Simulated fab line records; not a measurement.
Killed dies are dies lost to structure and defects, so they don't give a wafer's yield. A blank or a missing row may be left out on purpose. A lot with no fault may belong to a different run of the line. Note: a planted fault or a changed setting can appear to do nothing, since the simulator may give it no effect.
Struck lot and sound lot, side by side + flow nandHarc + 20 steps out of a route of 1302
Sound: these wafers, L827.1, L827.2, L827.5. Wafers struck: L834.1, L834.3, L834.6. Last of all comes the cause.
Per side, at each step with rows, come the tool, then ch with its chambers, and then its first start. Under that, the readings that differ: sound wafers + struck wafers + difference of the means + sigmas: that difference in standard deviations of wafers without a fault.
alike: same words and numbers on both sides, and readings whose means sit less than 2 such deviations apart. not compared: any withheld reading, any reading some wafer has no value for, any bound like >300 that may hide the same value, and any number with overlapping values for which the record gives no deviation.
A row with sigmas, a row that says differs or no value, or rows on one side alone: a step with any of these is where the two part. Numbers that have no deviation but don't overlap get no sigmas and don't part them. A reading that every wafer of one side lacks parts them only if that side has two wafers or more.

NHARC_P_GATE_CD_MEAS_59: target cd 720 nm.
  sound on cdSem-01 ch 0, day 8 17:36; struck on cdSem-03 ch 0, day 11 14:28
  alike: cdNm
then, 1 step without rows for these wafers: NHARC_P_GATE_HARDBAKE_60 (time 80 s).
NHARC_P_GATE_DESCUM_61: chemistry O2, time 3 s.
  sound on rieDiel-05 ch 0,1,2, day 8 17:46; struck on rieDiel-08 ch 0,2,3, day 11 14:38
  alike: drypumpMotorCurrentA, o2FlowSccm, oesProductAu, rfVppV, showerheadPlenumPTorr, throttleValvePct
  not compared: rfHoursCounterH
after that, 1 step had no rows for these wafers: NHARC_P_GATE_IMPLANT_62.
NHARC_P_GATE_STRIP_112: strips in N2/H2, time 200 s.
  sound on plasmaAsher-02 ch 0,1, day 8 18:10; struck on plasmaAsher-01 ch 0,1, day 11 15:00
| reading          | sound    | struck   | difference | sigmas |
|------------------|----------|----------|------------|--------|
| heaterPowerW (W) | 89 95 93 | 85 82 84 | -9         | -2     |
  alike: drypumpMotorCurrentA, rfReflPowerW
  not compared: rfHoursCounterH
NHARC_P_GATE_STRIP_76: strips in O2.
  sound on plasmaAsher-02 ch 0,1, day 8 18:25; struck on plasmaAsher-01 ch 0,1, day 11 15:16
| reading          | sound       | struck      | difference | sigmas |
|------------------|-------------|-------------|------------|--------|
| heaterPowerW (W) | 344 347 341 | 309 314 309 | -33        | -2     |
  alike: drypumpMotorCurrentA, rfReflPowerW
  not compared: rfHoursCounterH
then, 6 steps without rows for these wafers: NHARC_P_GATE_STRIP_63 (strips in SPM, time 900 s); NHARC_P_GATE_DEHYDRATE_83 (time 120 s); NHARC_P_GATE_HMDS_84 (time 30 s); NHARC_P_GATE_COAT_85; NHARC_P_GATE_SOFTBAKE_86 (time 95 s); NHARC_P_GATE_EBR_87.
NHARC_P_GATE_EXPOSE_88: exposes mask P HVN, target cd 2000 nm.
  sound on krfScanner-03 ch 0, day 8 19:11; struck on krfScanner-03 ch 0, day 11 15:54
| reading | sound                   | struck                           | difference | sigmas |
|---------|-------------------------|----------------------------------|------------|--------|
| mask    | P_HVN#0 P_HVN#0 P_HVN#0 | P_HVN_R1#0 P_HVN_R1#0 P_HVN_R1#0 | differs    |        |
then, 2 steps without rows for these wafers: NHARC_P_GATE_PEB_89 (peb time 85 s); NHARC_P_GATE_DEVELOP_90 (time 70 s).
NHARC_P_GATE_CD_MEAS_91: target cd 2000 nm.
  sound on cdSem-03 ch 0, day 8 19:20; struck on cdSem-02 ch 0, day 11 16:03
| reading   | sound                | struck               | difference | sigmas |
|-----------|----------------------|----------------------|------------|--------|
| cdNm (nm) | 1999.1 1997.9 2000.0 | 2028.8 2025.0 2024.9 | +27.2      | +13    |
then, 1 step without rows for these wafers: NHARC_P_GATE_HARDBAKE_92 (time 80 s).
NHARC_P_GATE_DESCUM_93: chemistry O2, time 3 s.
  sound on rieDiel-05 ch 0,1,2, day 8 19:31; struck on rieDiel-09 ch 0,2, day 11 16:13
| reading                | sound          | struck         | difference | sigmas |
|------------------------|----------------|----------------|------------|--------|
| model.P_GATE.cdNm (nm) | 1999 1997 2000 | 2029 2025 2025 | +28        |        |
  alike: drypumpMotorCurrentA, o2FlowSccm, oesProductAu, rfVppV, showerheadPlenumPTorr, throttleValvePct
  not compared: rfHoursCounterH
after that, 1 step had no rows for these wafers: NHARC_P_GATE_IMPLANT_94.
NHARC_END_SORT_01:
  the record has rows for the sound wafers here (prober-02 ch 0, day 27 22:03) and none for the struck ones

## WHERE THEY PART
Earliest at NHARC_P_GATE_STRIP_112; latest, in this record, at NHARC_END_SORT_01.

WHY: what had been put in by the simulator
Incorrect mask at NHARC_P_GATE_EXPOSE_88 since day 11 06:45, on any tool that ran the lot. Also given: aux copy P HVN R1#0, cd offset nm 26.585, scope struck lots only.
